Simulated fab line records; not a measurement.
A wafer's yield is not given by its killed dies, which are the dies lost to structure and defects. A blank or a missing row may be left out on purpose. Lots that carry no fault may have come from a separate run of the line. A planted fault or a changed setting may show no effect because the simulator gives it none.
Chamber matching || flow n5Finfet || 3 sister chambers for N5_BEOL_M4_PECVD_72 on pecvd-01
The step deposits SiO2 from TEOS/O2, target thk 16 nm, time 18 s. 6 wafers are shown with their chamber, then 7 later ones without.

EACH WAFER AND ITS CHAMBER
{"wafer": "L084.6", "chamber": 1, "throttleValvePct (%)": 21.5, "showerheadPlenumPTorr (Torr)": 8.77}
{"wafer": "L091.2", "chamber": 2, "throttleValvePct (%)": 22.6, "showerheadPlenumPTorr (Torr)": 8.80}
{"wafer": "L091.3", "chamber": 0, "throttleValvePct (%)": 23.7, "showerheadPlenumPTorr (Torr)": 8.73}
{"wafer": "L091.6", "chamber": 2, "throttleValvePct (%)": 22.5, "showerheadPlenumPTorr (Torr)": 8.79}
{"wafer": "L093.1", "chamber": 0, "throttleValvePct (%)": 23.9, "showerheadPlenumPTorr (Torr)": 8.73}
{"wafer": "L093.2", "chamber": 1, "throttleValvePct (%)": 21.7, "showerheadPlenumPTorr (Torr)": 8.75}

WAFERS WHOSE CHAMBER IS MISSING
{"wafer": "L093.5", "throttleValvePct (%)": 22.0, "showerheadPlenumPTorr (Torr)": 8.78}
{"wafer": "L097.1", "throttleValvePct (%)": 22.4, "showerheadPlenumPTorr (Torr)": 8.81}
{"wafer": "L097.4", "throttleValvePct (%)": 22.3, "showerheadPlenumPTorr (Torr)": 8.78}
{"wafer": "L097.6", "throttleValvePct (%)": 21.7, "showerheadPlenumPTorr (Torr)": 8.78}
{"wafer": "L096.2", "throttleValvePct (%)": 21.6, "showerheadPlenumPTorr (Torr)": 8.76}
{"wafer": "L096.5", "throttleValvePct (%)": 23.8, "showerheadPlenumPTorr (Torr)": 8.74}
{"wafer": "L096.6", "throttleValvePct (%)": 21.8, "showerheadPlenumPTorr (Torr)": 8.77}

WHICH CHAMBER EACH ONE RAN IN
{"wafer": "L093.5", "from the rows above": "can't be placed: 1 or 2", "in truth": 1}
{"wafer": "L097.1", "from the rows above": 2, "in truth": 2}
{"wafer": "L097.4", "from the rows above": 2, "in truth": 2}
{"wafer": "L097.6", "from the rows above": 1, "in truth": 1}
{"wafer": "L096.2", "from the rows above": 1, "in truth": 1}
{"wafer": "L096.5", "from the rows above": 0, "in truth": 0}
{"wafer": "L096.6", "from the rows above": 1, "in truth": 1}
Correctly placed: 6 of 7. Not placeable from these rows: 1 (in 1, the candidates include the true chamber). Placed wrongly: 0.
How it was worked out, from the rows above alone: a wafer's distance from a chamber is the root of the sum, over the readings, of the square of ((its reading less the chamber's mean) divided by the reading's scatter). The wafer belongs to the nearest chamber; if the next one is less than 2 further off, it can't be placed. For every chamber, the mean is computed from those of its wafers that are shown. The scatter: the root of (the sum of the squares of (reading less its chamber's mean) over the shown wafers, divided by (wafers less chambers)).
